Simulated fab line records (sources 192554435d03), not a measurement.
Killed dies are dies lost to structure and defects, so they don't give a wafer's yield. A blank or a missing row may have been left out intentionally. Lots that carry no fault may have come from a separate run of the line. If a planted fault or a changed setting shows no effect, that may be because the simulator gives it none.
Split-lot trial -- flow n5-finfet -- on a route of 1938 steps: 7 lots, 39 wafers read

ABOUT THE SPLIT
At N5_BEOL_M4_ILD_DEP_00 (deposits SiOC from DEMS/O2, target thk 79 nm, time 15.3 s), the setting time-s was moved away from the recipe's 15.3 s on 12 of the 39 wafers read, by -39.0% to +50.3%. All remaining wafers had this setting at the recipe value.

The file shows no step between the split and the reading.

THE READING
Values of M4_ILD_THK in nm from N5_BEOL_M4_THK_MEAS_01. A value of 78.6 nm with a standard deviation of 1 nm is what fault-free wafers of this fab line usually give.

wafer,"tool, chamber at the split","time-s as run, s",against the recipe,"M4_ILD_THK, nm",against lot-mates on the recipe
L078.1,"pecvd-03, 1",15.3,recipe,77.9,-
L078.2,"pecvd-03, 2",10.64,-30.5%,53.3,-24.8
L078.3,"pecvd-03, 2",15.3,recipe,78.4,-
L078.4,"pecvd-03, 1",15.3,recipe,78.1,-
L078.5,"pecvd-03, 1",10.64,-30.5%,54.5,-23.6
L078.6,"pecvd-03, 2",10.64,-30.5%,54.3,-23.8
L079.1,"pecvd-02, 0",15.3,recipe,77.4,-
L079.2,"pecvd-02, 1",15.3,recipe,77.0,-
L079.3,"pecvd-02, 2",23,+50.3%,116.4,+38.6
L079.4,"pecvd-02, 2",23,+50.3%,118.4,+40.6
L079.5,"pecvd-02, 1",15.3,recipe,78.9,-
L079.6,"pecvd-02, 0",23,+50.3%,119.0,+41.2
L084.1,"pecvd-04, 2",15.3,recipe,77.8,-
L084.2,"pecvd-04, 0",19.15,+25.2%,97.6,+19.2
L084.3,"pecvd-04, 1",15.3,recipe,78.0,-
L084.4,"pecvd-04, 0",19.15,+25.2%,99.0,+20.6
L084.5,"pecvd-04, 1",19.15,+25.2%,99.3,+20.9
L084.6,"pecvd-04, 2",15.3,recipe,79.4,-
L088.1,"pecvd-02, 1",9.34,-39.0%,47.3,-31.2
L088.2,"pecvd-02, 2",15.3,recipe,78.3,-
L088.3,"pecvd-02, 0",9.34,-39.0%,48.3,-30.2
L088.4,"pecvd-02, 0",9.34,-39.0%,48.6,-29.9
L088.5,"pecvd-02, 2",15.3,recipe,78.8,-
L088.6,"pecvd-02, 1",15.3,recipe,78.3,-
L091.1,"pecvd-02, 0",15.3,recipe,78.3,-
L091.2,"pecvd-02, 2",15.3,recipe,78.7,-
L091.3,"pecvd-02, 1",15.3,recipe,78.2,-
L091.4,"pecvd-02, 0",15.3,recipe,80.4,-
L091.5,"pecvd-02, 2",15.3,recipe,80.0,-
L091.6,"pecvd-02, 1",15.3,recipe,79.0,-
L095.1,"pecvd-04, 1",15.3,recipe,77.2,-
L095.2,"pecvd-04, 0",15.3,recipe,77.4,-
L095.3,"pecvd-04, 2",15.3,recipe,77.9,-
L095.4,"pecvd-04, 1",15.3,recipe,79.7,-
L095.5,"pecvd-04, 0",15.3,recipe,79.4,-
L095.6,"pecvd-04, 2",15.3,recipe,80.2,-
L097.2,"pecvd-04, 0,2",15.3,recipe,78.3,-
L097.3,"pecvd-04, 0,2",15.3,recipe,78.3,-
L097.4,"pecvd-04, 2",15.3,recipe,79.9,-
Where a row lists several chambers, the file gives one row for several wafers and doesn't say which wafer went through which chamber.

FIT RESULTS
A straight line over all 39 wafers: M4_ILD_THK changes by +0.788 nm for each +1% of time-s; r = +1.00; the points scatter about the line by 0.91 nm.
The same after taking each lot's own level away (the mean of its wafers on the recipe; 39 wafers): +0.793 nm for each +1%; r = +1.00; scatter 0.84 nm.
That fit puts the effect of the largest move of time-s on the reading at 40 nm.
The span of the lots' own levels, 77.77 to 79.10 nm, comes to 1.3 times the standard deviation stated above.
The two slopes agree, so the slope changes little with the lot-to-lot level.
Check: for one of the wafers moved furthest among these (+50.3%), held out of the fit, the line's prediction against its lot-mates is +40.3 nm. It came out at +38.6 nm against them.

OTHER SPLITS APPLIED TO THESE WAFERS
Before the reading, these wafers also passed through other splits. Each is held against what the fit with the lots' levels taken away leaves over:
other split on the same wafers,wafers away from the commonest value,r with M4_ILD_THK (lot level and that fit taken away)
N5_BEOL_M1_TRENCH_ETCH_37 time-s,12,-0.09
N5_BEOL_M3_ETCH_64 time-s,9,+0.02

THE WHOLE CHAIN: every reading that the file lists as answering this split, in the file's order
step,what it does,reading,change (the file's fit),r (the file's)
N5_BEOL_M4_ILD_DEP_00,"deposits SiOC from DEMS/O2, target thk 79 nm, time 15.3 s","SiOC_of_BEOL_M4_ILD_DEP_00.thk-nm (the simulator's own value, which no gauge read)",+0.793 nm for each +1% of the setting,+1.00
N5_BEOL_M4_THK_MEAS_01,,M4_ILD_THK,+0.793 for each +1% of the setting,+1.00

THE FILE'S OWN FIT
M4_ILD_THK changes by +0.793 nm for each +1% of time-s, r = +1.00.
